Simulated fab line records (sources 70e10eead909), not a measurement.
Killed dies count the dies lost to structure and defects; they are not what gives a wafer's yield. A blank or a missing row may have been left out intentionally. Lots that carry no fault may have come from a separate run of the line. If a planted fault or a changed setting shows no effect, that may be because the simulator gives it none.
Problem report, 8D (eight disciplines) form, completed by code	flow nand harc	the parts of the form that need people (team, actions taken, sign-off) are left out

== 1. PROBLEM STATEMENT ==
Mean of killed at array at NHARC_END_SORT_01: 675 across 6 wafers in 2 lots; on wafers with no fault it is 56 (standard deviation 17). Relative to the usual mean, that is a shift of +36 standard deviations.
Seen first at day 28 14:19 on prober-01, wafer L439.2. The record has a number at this step for 24 wafers belonging to 8 lots. The rule behind "out" and "out of limits": a value lying over 4 standard deviations away from the usual mean. Any other wafer with a number is counted as sound.

== 2. WHAT IT IS, WHAT IT ISN'T ==
question	is	is not
which readings at this step	killed at array, killed dies	killed at other, killed at periphery, killed open, killed short
which lots	L438, L439	L429, L432, L445, L450, L451, L452
which wafers of those lots	all that have a number	-
read on which gauges	prober-01, prober-02	-
when	from day 28 14:19	up to then (6 sound wafers); but 12 sound wafers of L445, L450, L451, L452 came after

== 3. SUSPECTS, AND WHAT RULES EACH OUT ==
Counting: a tool at a process step up to the reading stays a suspect if it ran every lot that is out and no sound lot after the first of them.
- the gauge at NHARC_END_SORT_01 has been ruled out. The wafers that are out were read on 2 gauges (prober-01, prober-02).
- lpcvd-02 at NHARC_A_STAIRCASE_CVD_552 (deposits SiNx, target thk 40 nm): ruled out as a lasting fault. Sound lots L450, L452 ran on it after its first lot that is out, L438 (day 21 14:14).
Left after counting: nothing in the record.

== 4. THE CAUSE (what the simulator had put in) ==
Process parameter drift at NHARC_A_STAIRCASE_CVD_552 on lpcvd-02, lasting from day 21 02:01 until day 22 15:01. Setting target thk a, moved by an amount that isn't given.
The count ruled it out by mistake, since the rule takes a fault to strike every lot its tool runs from the start of the fault on, and this one did not do so.

== 5. THE EFFECT CHAIN, in route order ==
Rows list readings where the struck wafers' mean (over those with a number) sits beyond 3 standard deviations from the usual. Only readings whose record carries a usual standard deviation are examined. hours: median over the lots of the time between each lot's start at the first step of this table that gives one and its start at this step. sigmas: the change, counted in usual standard deviations.
hours	step	reading	usual	on struck wafers	change	sigmas
0	NHARC_END_SORT_01	killed at array	56	675	+619	+36
0	NHARC_END_SORT_01	killed dies	61	677	+616	+36

== 6. WHAT WOULD HAVE CAUGHT IT SOONER ==
The first out-of-limits reading at a measuring or inspecting step in this record came at day 28 14:19, 180 hours after the fault's start at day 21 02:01.
Of the tool readings at NHARC_A_STAIRCASE_CVD_552 for which the record gives a usual standard deviation, none was out on any struck wafer, so an alarm limit of 4 standard deviations on them would not have fired.
